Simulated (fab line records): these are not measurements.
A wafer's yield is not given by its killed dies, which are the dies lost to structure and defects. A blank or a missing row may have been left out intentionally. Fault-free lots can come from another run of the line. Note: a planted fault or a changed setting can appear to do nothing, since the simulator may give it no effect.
fab line records ; flow nand-harc
record: lots: 5; wafers: 15; last-day: 24
route steps=1159 shown P_CONTACT@228 END@1159
lots that met no fault: from a run of the same line without faults
start-h: hours from the record's first day to the start of the lot's first wafer shown ; wait-h: hours elapsed since this lot's preceding step ; " same as the row above ; L1.1+2: a single row standing in for several wafers ; - value missing, or start not given ; * or withheld: withheld ; < > ~ a bound
route shown NAME@n: names a module that has steps shown in the file, with the first one's number in the route ; usual: the fault-free wafers' mean and standard deviation ; same: alike in all rows ; chamber/n: place in a boat ; sites: the reading at each site ; _std_site: the values' standard deviation ; _edge_site: outer sites' mean less inner sites' ; radius-mm: for every site, how far away it sits from the centre of the wafer ; mask NAME#n: copy n ; behind: the last tool/chamber to shape the wafer ; hold: why the lot went on hold/how many hours it stayed there/how the hold came to an end ; device: whichever transistor did not switch (one of n, p or np) ; end of line: the tests these same wafers got at the end of their route ; a step with no rows: only its recipe ; killed: dies lost to structure and defects at the first sort, not the wafer's yield ; map: per-die view of a wafer (x killed, . not killed, _ where there is no die)
set.NAME: the setting that was run; set.NAME@STEP: the one run at that earlier step ; model.NAME: the simulator's own value behind a step, which no gauge read
lots seen at some steps along the route; tables by step, rows by wafer
services: a tool's chamber out of use, with start hour (start-h, from the record's first day; less than 0 if before it), hours out, and reason
== steps ==
step: NHARC_P_CONTACT_EBR_08
step: NHARC_P_CONTACT_EXPOSE_09
recipe: na: 1.35; target-cd-nm: 90; dose-mj: 81.26; mask-id: P_CA
step: NHARC_P_CONTACT_PEB_10
recipe: peb-temp-c: 100; peb-time-s: 65
step: NHARC_P_CONTACT_DEVELOP_11
recipe: develop-time-s: 35; dev-temp-c: 23
step: NHARC_P_CONTACT_CD_MEAS_12
recipe: target-cd-nm: 90; landing-energy-ev: 500
usual: cd-nm: 89.8/0.74
lot.wafer;tool;chamber;start-h;wait-h;cd-nm
L665.1;cd-sem-03;0;135.51;-;89.3
L665.3;cd-sem-03;0;135.51;-;89.5
L665.4;cd-sem-03;0;135.51;-;89.4
L670.2;cd-sem-03;0;162.24;-;90.1
L670.3;cd-sem-03;0;162.24;-;90.4
L670.6;cd-sem-03;0;162.24;-;89.8
L674.2;cd-sem-03;0;187.74;-;90.3
L674.4;cd-sem-03;0;187.74;-;90.1
L674.6;cd-sem-03;0;187.74;-;89.8
L678.1;cd-sem-02;0;213.36;-;89.6
L678.4;cd-sem-02;0;213.36;-;90.6
L678.5;cd-sem-02;0;213.36;-;89.5
L684.1;cd-sem-03;0;250.22;-;89.1
L684.2;cd-sem-03;0;250.22;-;89.9
L684.3;cd-sem-03;0;250.22;-;89.1
step: NHARC_P_CONTACT_OVL_MEAS_13
usual: overlay-x-nm: -0.1/0.89; overlay-y-nm: 0.2/0.65
lot.wafer;tool;chamber;start-h;wait-h;overlay-x-nm;overlay-y-nm
L665.1;overlay-02;-;135.60;-;-0.5;-0.5
L665.3;overlay-02;-;135.60;-;-0.5;0.0
L665.4;overlay-02;-;135.60;-;-0.5;-0.5
L670.2;overlay-01;-;162.32;-;0.7;1.1
L670.3;overlay-01;-;162.32;-;1.2;0.2
L670.6;overlay-01;-;162.32;-;1.6;0.6
L674.2;overlay-02;-;187.83;-;0.3;0.5
L674.4;overlay-02;-;187.83;-;-0.1;0.0
L674.6;overlay-02;-;187.83;-;0.9;-0.3
L678.1;overlay-02;-;213.44;-;0.6;-0.4
L678.4;overlay-02;-;213.44;-;0.9;-0.4
L678.5;overlay-02;-;213.44;-;0.4;-0.8
L684.1;overlay-01;-;250.31;-;0.6;1.6
L684.2;overlay-01;-;250.31;-;1.1;1.5
L684.3;overlay-01;-;250.31;-;0.7;1.0
step: NHARC_P_CONTACT_INSPECT_14
usual: raw-defect-count: 3.9/2.1
lot.wafer;tool;chamber;start-h;wait-h;raw-defect-count
L665.1;defect-inspect-02;-;135.63;0.0;6
L665.3;defect-inspect-02;-;135.63;0.0;0
L665.4;defect-inspect-02;-;135.63;0.0;1
L670.2;defect-inspect-01;-;162.36;0.0;3
L670.3;defect-inspect-01;-;162.36;0.0;2
L670.6;defect-inspect-01;-;162.36;0.0;3
L674.2;defect-inspect-01;-;187.86;0.0;7
L674.4;defect-inspect-01;-;187.86;0.0;3
L674.6;defect-inspect-01;-;187.86;0.0;1
L678.1;defect-inspect-02;-;213.48;0.0;5
L678.4;defect-inspect-02;-;213.48;0.0;4
L678.5;defect-inspect-02;-;213.48;0.0;3
L684.1;defect-inspect-02;-;250.35;0.0;5
L684.2;defect-inspect-02;-;250.35;0.0;4
L684.3;defect-inspect-02;-;250.35;0.0;8
step: NHARC_P_CONTACT_DESCUM_17
recipe: time-s: 3; o2-flow-sccm: 200; ar-flow-sccm: 0; bias-power-w: 0; chemistry: O2
usual: drypump-motor-current-A: 5.89/0.3; oes-product-au: 0.998/0.011; rf-vpp-V: 58.0/1; showerhead-plenum-p-Torr: 1.96/0.08; throttle-valve-pct: 11.311/0.0087
lot.wafer;tool;chamber;start-h;wait-h;drypump-motor-current-A;oes-product-au;rf-hours-counter-h;rf-vpp-V;showerhead-plenum-p-Torr;throttle-valve-pct
L665.1;rie-diel-13;3;135.69;0.1;6.17;1.003;3;58.0;2.06;11.323
L665.3;rie-diel-13;0;135.69;0.1;5.65;0.999;3;58.3;1.87;11.322
L665.4;rie-diel-13;1;135.69;0.1;5.70;0.984;3;60.0;2.03;11.319
L670.3;rie-diel-02;1;162.42;0.1;6.40;1.002;0;57.4;1.87;11.315
L670.2;rie-diel-02;3;162.42;0.1;6.03;1.007;0;58.8;2.03;11.311
L670.6;rie-diel-02;2;162.42;0.1;5.71;0.985;-;55.7;1.86;11.309
L674.4;rie-diel-13;0;187.94;0.1;5.65;1.014;9;55.9;1.87;11.317
L674.2;rie-diel-13;1;187.94;0.1;5.67;0.982;9;57.7;2.03;11.309
L674.6;rie-diel-13;3;187.94;0.1;6.18;0.989;-;57.2;2.06;11.295
L678.4;rie-diel-13;3;213.55;0.1;6.19;0.993;10;58.8;2.06;11.303
L678.1;rie-diel-13;1;213.55;0.1;5.70;0.985;11;59.6;2.03;11.310
L678.5;rie-diel-13;3;213.55;0.1;6.17;0.991;-;58.4;2.06;11.304
L684.3;rie-diel-13;1;250.41;0.1;5.67;0.983;15;57.9;2.03;11.317
L684.1;rie-diel-13;2;250.41;0.1;5.74;0.981;14;55.7;1.90;11.304
L684.2;rie-diel-13;3;250.41;0.1;6.18;1.003;13;58.7;2.06;11.312
step: NHARC_P_CONTACT_ETCH_35
recipe: target-depth-a: 390; over-etch-frac: 0.3; time-s: 65; ion-energy-ev: 80; cf4-flow-sccm: 150; ar-flow-sccm: 0; rf-w: 300; bias-w: 100; chemistry: CF4
usual: bias-w: 99.98/0.28; drypump-motor-current-A: 5.88/0.3; oes-product-au: 1.000/0.011; rf-vpp-V: 151.8/0.99; run-length-s: 86.3/0.42; showerhead-plenum-p-Torr: 1.81/0.069; throttle-valve-pct: 13.284/0.0095
lot.wafer;tool;chamber;start-h;wait-h;bias-w;drypump-motor-current-A;oes-product-au;rf-hours-counter-h;rf-vpp-V;run-length-s;showerhead-plenum-p-Torr;throttle-valve-pct
L665.3;rie-diel-13;1;135.79;0.1;100.18;5.71;0.979;3;153.4;86.3;1.87;13.281
L665.4;rie-diel-13;2;135.79;0.1;99.71;5.73;0.991;3;150.9;85.8;1.76;13.282
L665.1;rie-diel-13;3;135.79;0.1;100.13;6.17;1.016;3;152.1;86.3;1.89;13.289
L670.2;rie-diel-02;3;162.51;0.1;99.81;6.07;1.003;0;151.4;86.2;1.87;13.289
L670.3;rie-diel-02;0;162.51;0.1;100.04;5.83;0.986;0;152.0;86.0;1.88;13.286
L670.6;rie-diel-02;3;162.51;0.1;99.94;6.09;1.007;-;151.9;86.7;1.87;13.278
L674.2;rie-diel-13;2;188.01;0.1;100.03;5.68;0.989;9;152.3;86.1;1.76;13.274
L674.4;rie-diel-13;3;188.01;0.1;100.41;6.18;0.990;9;152.3;86.5;1.89;13.281
L674.6;rie-diel-13;1;188.01;0.1;100.23;5.65;0.978;-;152.4;86.1;1.87;13.268
L678.4;rie-diel-13;2;213.63;0.1;99.77;5.71;0.986;11;152.3;85.5;1.76;13.296
L678.1;rie-diel-13;0;213.63;0.1;99.97;5.63;1.013;11;152.0;87.6;1.73;13.283
L678.5;rie-diel-13;2;213.63;0.1;99.99;5.71;0.974;-;149.8;85.6;1.76;13.276
L684.3;rie-diel-13;2;250.49;0.1;99.77;5.69;0.992;14;150.8;85.6;1.76;13.264
L684.1;rie-diel-13;3;250.49;0.1;100.35;6.17;0.996;13;152.3;86.0;1.89;13.260
L684.2;rie-diel-13;1;250.49;0.1;100.29;5.72;0.984;15;151.4;86.0;1.87;13.272
step: NHARC_P_CONTACT_ETCH_36
recipe: target-depth-a: 2600; over-etch-frac: 0.25; time-s: 406.25; ion-energy-ev: 200; n2-flow-sccm: 150; h2-flow-sccm: 150; ar-flow-sccm: 0; rf-w: 400; bias-w: 150; chemistry: N2/H2
usual: bias-w: 150.1/0.48; drypump-motor-current-A: 5.86/0.3; oes-product-au: 0.998/0.01; rf-vpp-V: 432.1/2.6; run-length-s: 427.5/0.42; showerhead-plenum-p-Torr: 2.10/0.088; throttle-valve-pct: 14.172/0.0099
lot.wafer;tool;chamber;start-h;wait-h;bias-w;drypump-motor-current-A;oes-product-au;rf-hours-counter-h;rf-vpp-V;run-length-s;showerhead-plenum-p-Torr;throttle-valve-pct
L665.3;rie-diel-13;0;-;-;150.2;5.65;1.005;3;428.4;428.2;1.99;14.180
L665.4;rie-diel-13;2;-;-;149.0;5.69;0.988;3;430.4;427.4;2.03;14.177
L665.1;rie-diel-13;3;-;-;150.3;6.18;1.013;3;434.1;427.2;2.20;14.164
L670.3;rie-diel-02;3;-;-;149.3;6.06;0.997;0;434.8;427.3;2.16;14.147
L670.2;rie-diel-02;0;-;-;150.3;5.85;0.998;0;435.3;427.3;2.18;14.162
L670.6;rie-diel-02;1;-;-;149.8;6.40;1.015;-;429.0;427.8;2.00;14.166
L674.4;rie-diel-13;1;-;-;149.4;5.67;0.984;9;433.4;427.3;2.17;14.170
L674.2;rie-diel-13;2;-;-;150.2;5.72;0.983;9;430.3;426.7;2.03;14.187
L674.6;rie-diel-13;1;-;-;150.3;5.66;0.993;-;433.9;427.7;2.17;14.155
L678.4;rie-diel-13;1;-;-;150.0;5.71;0.979;12;434.2;427.5;2.17;14.177
L678.1;rie-diel-13;3;-;-;150.4;6.18;1.002;10;434.7;427.2;2.20;14.181
L678.5;rie-diel-13;0;-;-;149.4;5.66;1.012;-;428.9;428.5;1.99;14.170
L684.3;rie-diel-13;2;-;-;150.8;5.73;0.987;15;429.4;426.7;2.02;14.177
L684.2;rie-diel-13;3;-;-;149.9;6.16;1.007;13;434.5;427.5;2.20;14.184
L684.1;rie-diel-13;0;-;-;149.7;5.65;1.009;14;430.1;428.8;1.99;14.168
step: NHARC_P_CONTACT_ETCH_18
recipe: target-depth-a: 4810; time-s: 240.5; c4f8-flow-sccm: 20; o2-flow-sccm: 10; ar-flow-sccm: withheld; rf-w: 600; bias-w: 1500; chemistry: C4F8/O2/Ar
usual: bias-w: 1500/4.2; oes-product-au: 0.963/0.017; rf-vpp-V: 981/5.5; run-length-s: 261.8/0.42
lot.wafer;tool;chamber;start-h;wait-h;bias-w;oes-product-au;rf-hours-counter-h;rf-vpp-V;run-length-s
L665.3;rie-diel-13;3;-;-;1501;0.936;3;989;261.7
L665.1;rie-diel-13;0;-;-;1505;0.938;3;974;263.0
L665.4;rie-diel-13;2;-;-;1500;0.912;3;977;261.3
L670.3;rie-diel-02;0;-;-;1498;0.974;0;988;261.6
L670.2;rie-diel-02;2;-;-;1512;0.958;1;975;261.7
L670.6;rie-diel-02;1;-;-;1494;0.963;-;975;261.9
L674.2;rie-diel-13;0;-;-;1494;0.975;10;974;262.7
L674.4;rie-diel-13;2;-;-;1499;0.955;9;978;261.0
L674.6;rie-diel-13;0;-;-;1494;0.974;-;974;262.7
L678.1;rie-diel-13;2;-;-;1499;0.942;11;977;260.9
L678.4;rie-diel-13;3;-;-;1496;0.944;10;987;261.4
L678.5;rie-diel-13;1;-;-;1503;0.952;-;988;261.5
L684.2;rie-diel-13;1;-;-;1512;0.948;15;985;261.8
L684.1;rie-diel-13;2;-;-;1495;0.977;15;977;261.4
L684.3;rie-diel-13;3;-;-;1503;0.992;13;986;261.6
step: NHARC_P_CONTACT_STRIP_37
recipe: c4f8-flow-sccm: withheld; o2-flow-sccm: 8; ar-flow-sccm: withheld; bias-w: 0; chemistry: C4F8/O2/Ar
step: NHARC_P_CONTACT_ETCH_31
recipe: target-depth-a: 300; time-s: 85.7; ion-energy-ev: 120; over-etch-frac: 1; ch3f-flow-sccm: 50; o2-flow-sccm: 30; ar-flow-sccm: 200; rf-w: 500; bias-w: 100; chemistry: CH3F/O2
usual: bias-w: 99.98/0.28; drypump-motor-current-A: 5.87/0.29; oes-product-au: 0.981/0.014; rf-vpp-V: 245.3/1.5; run-length-s: 107.0/0.37; showerhead-plenum-p-Torr: 2.53/0.099; throttle-valve-pct: 20.664/0.0093
lot.wafer;tool;chamber;start-h;wait-h;bias-w;drypump-motor-current-A;oes-product-au;rf-hours-counter-h;rf-vpp-V;run-length-s;showerhead-plenum-p-Torr;throttle-valve-pct
L665.1;rie-diel-13;1;136.44;-;99.95;5.71;0.936;3;246.8;106.7;2.61;20.668
L665.4;rie-diel-13;3;136.44;-;100.06;6.19;0.976;3;246.6;106.8;2.64;20.652
L665.3;rie-diel-13;0;136.44;-;99.39;5.67;0.976;3;245.2;107.7;2.40;20.677
L670.2;rie-diel-02;1;163.18;-;100.14;6.38;0.993;1;244.4;107.3;2.41;20.647
L670.3;rie-diel-02;2;163.18;-;99.51;5.73;0.974;1;242.7;107.4;2.40;20.666
L670.6;rie-diel-02;3;163.18;-;99.85;6.11;0.996;-;246.0;107.2;2.60;20.664
L674.2;rie-diel-13;1;188.67;-;99.91;5.75;0.958;10;245.3;107.0;2.61;20.671
L674.4;rie-diel-13;3;188.67;-;99.79;6.17;0.977;9;247.2;106.7;2.64;20.664
L674.6;rie-diel-13;2;188.67;-;99.41;5.71;0.969;-;245.0;106.2;2.44;20.651
L678.1;rie-diel-13;3;214.28;-;99.97;6.17;0.982;10;247.3;106.9;2.64;20.659
L678.4;rie-diel-13;2;214.28;-;99.93;5.69;0.960;11;244.8;106.7;2.44;20.664
L678.5;rie-diel-13;0;214.28;-;100.39;5.65;0.996;-;243.8;107.6;2.40;20.663
L684.2;rie-diel-13;3;251.16;-;99.81;6.16;1.004;14;246.6;106.9;2.64;20.655
L684.3;rie-diel-13;0;251.16;-;-;5.66;0.984;15;242.7;59.1;2.40;20.669
L684.1;rie-diel-13;1;251.16;-;100.28;5.72;0.964;15;247.2;106.6;2.60;20.684
step: NHARC_P_CONTACT_CD_MEAS_19
usual: cd-nm: 89.9/1.9
lot.wafer;tool;chamber;start-h;wait-h;cd-nm
L665.1;cd-sem-02;-;136.57;-;91.3
L665.3;cd-sem-02;-;136.57;-;88.9
L665.4;cd-sem-02;-;136.57;-;90.5
L670.2;cd-sem-03;-;163.30;-;89.5
L670.3;cd-sem-03;-;163.30;-;92.4
L670.6;cd-sem-03;-;163.30;-;90.8
L674.2;cd-sem-01;-;188.80;-;91.7
L674.4;cd-sem-01;-;188.80;-;91.4
L674.6;cd-sem-01;-;188.80;-;91.3
L678.1;cd-sem-03;-;214.41;-;91.5
L678.4;cd-sem-03;-;214.41;-;91.5
L678.5;cd-sem-03;-;214.41;-;86.6
L684.1;cd-sem-02;-;251.28;-;89.3
L684.2;cd-sem-02;-;251.28;-;90.2
L684.3;cd-sem-02;-;251.28;-;90.7
step: NHARC_END_SORT_01
recipe: temp-c: 25
usual: killed-at-array: 25/9.5; killed-at-other: 0.8/1.2; killed-at-periphery: 3.4/2.2; killed-dies: 29/10; killed-open: 3.3/1.8; killed-short: 2.1/1.4
same: gross-dies: 677
lot.wafer;tool;chamber;start-h;wait-h;killed-at-array;killed-at-other;killed-at-periphery;killed-dies;killed-open;killed-short
L670.2;prober-01;0;503.86;2.8;24;0;5;29;3;1
L670.3;prober-01;0;504.65;3.1;27;0;2;29;2;0
L670.6;prober-01;0;507.05;4.0;24;0;4;28;1;3
L684.3;prober-02;0;577.29;3.1;15;1;411;427;1;4
killed by level:class
L670.2 A_CHANNEL_HOLE_D1:chamber-film-flake=16 P_CONTACT:chamber-film-flake=4 A_CONTACT:chamber-film-flake=3 P_M0:geometric-particle:open=1 A_CONTACT:geometric-particle:open=1 A_M0:geometric-particle:open=1 A_M0:geometric-particle:short=1 A_STAIRCASE:chamber-film-flake=1
L670.3 A_CHANNEL_HOLE_D1:chamber-film-flake=20 A_CONTACT:chamber-film-flake=4 P_CONTACT:chamber-film-flake=2 A_ONON_D1:geometric-particle:open=1 A_SGD_CUT:chamber-film-flake=1 A_CONTACT:geometric-particle:open=1
L670.6 A_CHANNEL_HOLE_D1:chamber-film-flake=18 P_CONTACT:chamber-film-flake=2 A_CONTACT:chamber-film-flake=2 P_CONTACT:geometric-particle:short=1 A_CHANNEL_HOLE_D1:geometric-particle:short=1 A_SGD_CUT:geometric-particle:short=1 A_CONTACT:geometric-particle:open=1 P_STI:chamber-film-flake=1
L684.3 P_CONTACT:area-etch=410 A_CHANNEL_HOLE_D1:chamber-film-flake=6 A_CONTACT:chamber-film-flake=4 A_SOURCE_PLATE:geometric-particle:short=1 A_CHANNEL_FILL_D1:geometric-particle:short=1 A_WL_FILL:geometric-particle:short=1 A_WL_FILL:geometric-particle:open=1 STARTING-WAFER:geometric-particle:short=1
map L684.3 (x killed, . not)
____________x____________
_________x..xxx._________
_______...x......._______
______.....x...xxxx______
_____....x.xx..xx.x._____
____x.x.xxxxxxxx.x..x____
____..xxx..x...xxxx.x____
___xxxxxxxxxx...xxxx.x___
___.xxxxxxxxx..xxxx.x.___
__..xxxxxxxx..xx...x..x__
__xxx..x.xxxxxx...x.x..__
_.xx.x.xxxxx.xxxx.xxxx.._
_xxxxxxxxxxxxxx.x.xx.xxx_
_..xxxxxxxxxx.xx......xx_
_..xxxxxxxx.xxxx..xxxx.._
_xxxxxxxxxxxx.xxx.xx..x._
xxx..xxxxxxxxxx.xxx...x..
xx..xxxxxxxxxxxxxxxxxx.x.
.x.xxxxxxxxxxxxxxx.xx..x.
xxx.xx.xxxxxxxxx.xxx...x.
xxxxxxx.xxxxxxxxxxx....xx
_xxxxxxxxxxxx....xx.x..._
_x.x.xxxxxx.xxxxxxx.xxx._
_.x.xxxxx.x.xxxxxxxxx.x._
_x.xxxxx.xxxx.xxxx.x.x.._
_xxxxx..xx...xx........._
__x.xx.xx.xxxxxx..x..x.__
__.x.x..xxxxxxxxxxxx.xx__
___x.xxx.x.x.xx..xx.x.___
___xx.x.x..xx..xx..xx.___
____.xx..x..xx.x.x...____
____x..xxxx....x.x.x.____
_____..x.x......x..._____
______.xxx.x..x..x.______
_______.x......x.x_______
_________xx.xx.x_________
____________.____________
map L678.1 (x killed, . not)
____________.____________
_________..x...._________
_______....x..x..._______
______.......x...x.______
_____..............._____
____.................____
____...x............x____
___......x............___
___..............x....___
__.....................__
__.....................__
_..............x.x......_
_....x.................._
_......................._
_..................x...._
_......................._
......x..................
.........................
...........x.............
........x................
..........xx.............
_........x.............._
_.........x............._
_.........xx............_
_......x.x.x............_
_.......x.x............._
__.........x...........__
__.....................__
___...................___
___......x........x...___
____............x....____
____....x............____
_____..............._____
______.............______
_______..........._______
_________......._________
____________.____________
== services ==
tool;chamber;start-h;hours;kind
rie-diel-02;0;129.94;-;clean
rie-diel-02;1;129.94;-;clean
rie-diel-13;0;132.50;-;clean
rie-diel-13;1;132.50;-;clean
rie-diel-13;2;132.50;-;clean
rie-diel-13;3;132.50;-;clean
rie-diel-02;-;150.71;9.0;pm
rie-diel-13;0;157.00;-;clean
rie-diel-13;1;157.00;-;clean
rie-diel-13;2;157.00;-;clean
rie-diel-13;3;157.00;-;clean
rie-diel-13;0;181.50;-;clean
rie-diel-13;1;181.50;-;clean
rie-diel-13;2;181.50;-;clean
rie-diel-13;3;181.50;-;clean
rie-diel-13;3;200.90;8.6;repair
rie-diel-13;0;206.00;-;clean
rie-diel-13;1;206.00;-;clean
rie-diel-13;2;206.00;-;clean
rie-diel-02;3;222.69;4.1;repair
rie-diel-13;0;230.50;-;clean
rie-diel-13;1;230.50;-;clean
rie-diel-13;2;230.50;-;clean
rie-diel-13;3;230.50;-;clean
== key ==
first-sign: step: NHARC_P_CONTACT_ETCH_31; reading: run-length-s; direction: down; sigmas: 99+; usual: *; struck: *
effect: step: NHARC_END_SORT_01; reading: killed-at-periphery; direction: up; sigmas: 99+; usual: 3.4; struck: 411
more-kills-born-at: NHARC_P_CONTACT_ETCH_31@rie-diel-13: 410
met-at NHARC_P_CONTACT_ETCH_31
struck-wafers L684.3
later-rows-left-out L684.3
tester-left-out L684
onset-between 214.28 251.16
fault: kind: process-parameter-drift; tool: rie-diel-13; chamber: 0; onset-h: 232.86; steps: NHARC_P_CONTACT_ETCH_31; channel: time-s; offset: *; shape: step; end-h: 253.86; acts-in: *; stated: *
tester-left-out: of these lots the tester's yield and bins aren't shown, on N5 and GAA mostly nor the transistor test; their killed dies are dies lost to structure and defects alone, not to doping, threshold or leakage, so they don't give the yield
later-rows-left-out: the simulator's readings of these wafers behind a module that went badly wrong aren't trusted and aren't shown, but for the sort
